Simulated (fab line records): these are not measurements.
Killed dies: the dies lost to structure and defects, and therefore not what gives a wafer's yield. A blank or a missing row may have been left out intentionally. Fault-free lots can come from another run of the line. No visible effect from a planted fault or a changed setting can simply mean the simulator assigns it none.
Matching of chambers -- flow n5-finfet -- N5_FIN_SAQP_ETCH_65 on rie-si-05: 4 sister chambers
The step etches SiO2 in CF4, target depth 4 nm, time 4.4 s. 14 wafers are shown with their chamber, then 7 later ones without.

## WAFERS, EACH WITH ITS CHAMBER
wafer,chamber,throttle-valve-pct (%),rf-fwd-power-W (W),drypump-motor-current-A (A)
L074.1,0,22.17,783,5.4
L074.2,1,21.93,789,5.4
L074.3,2,21.89,792,5.5
L074.4,3,22.05,788,5.3
L074.5,3,22.03,789,5.3
L074.6,2,21.92,790,5.6
L075.1,0,22.15,784,5.3
L075.4,2,21.93,793,5.6
L075.5,1,21.94,790,5.4
L079.4,1,21.92,791,5.5
L079.5,2,21.92,793,5.6
L079.6,3,22.06,788,5.3
L080.2,2,21.91,789,5.5
L080.3,1,21.93,788,5.5

SIGNATURES (means of the wafers above)
reading,chamber 0,chamber 1,chamber 2,chamber 3,scatter within a chamber
throttle-valve-pct,22.1600,21.9300,21.9140,22.0467,0.0134
rf-fwd-power-W,783.50,789.50,791.40,788.33,1.39
drypump-motor-current-A,5.350,5.450,5.560,5.300,0.052
Rule: for each reading, subtract the chamber's mean from the wafer's reading, divide by that reading's scatter and square the result; add these up over the readings and take the root, which gives the wafer's distance from the chamber. If the next closest chamber is less than 2 further off than the closest, the wafer can't be placed; otherwise it belongs to the closest. The scatter: the root of (the sum of the squares of (reading less its chamber's mean) over the shown wafers, divided by (wafers less chambers)).

## WAFERS WITH NO CHAMBER GIVEN
wafer,throttle-valve-pct (%),rf-fwd-power-W (W),drypump-motor-current-A (A)
L080.6,21.92,791,5.5
L082.1,22.11,780,5.4
L082.5,21.92,790,5.4
L082.6,21.92,794,5.5
L083.1,21.92,787,5.4
L083.4,22.11,784,5.4
L083.6,21.94,790,5.4

## THE CHAMBER EACH PASSED THROUGH
wafer,from the rows above,in truth
L080.6,can't be placed: 2 or 1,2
L082.1,0,0
L082.5,can't be placed: 1 or 2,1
L082.6,can't be placed: 2 or 1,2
L083.1,1,1
L083.4,0,0
L083.6,1,1
Placed correctly: 4 of 7. Unplaceable from these rows: 3, with the true chamber sitting among the candidates in 3. Number placed wrongly: 0.
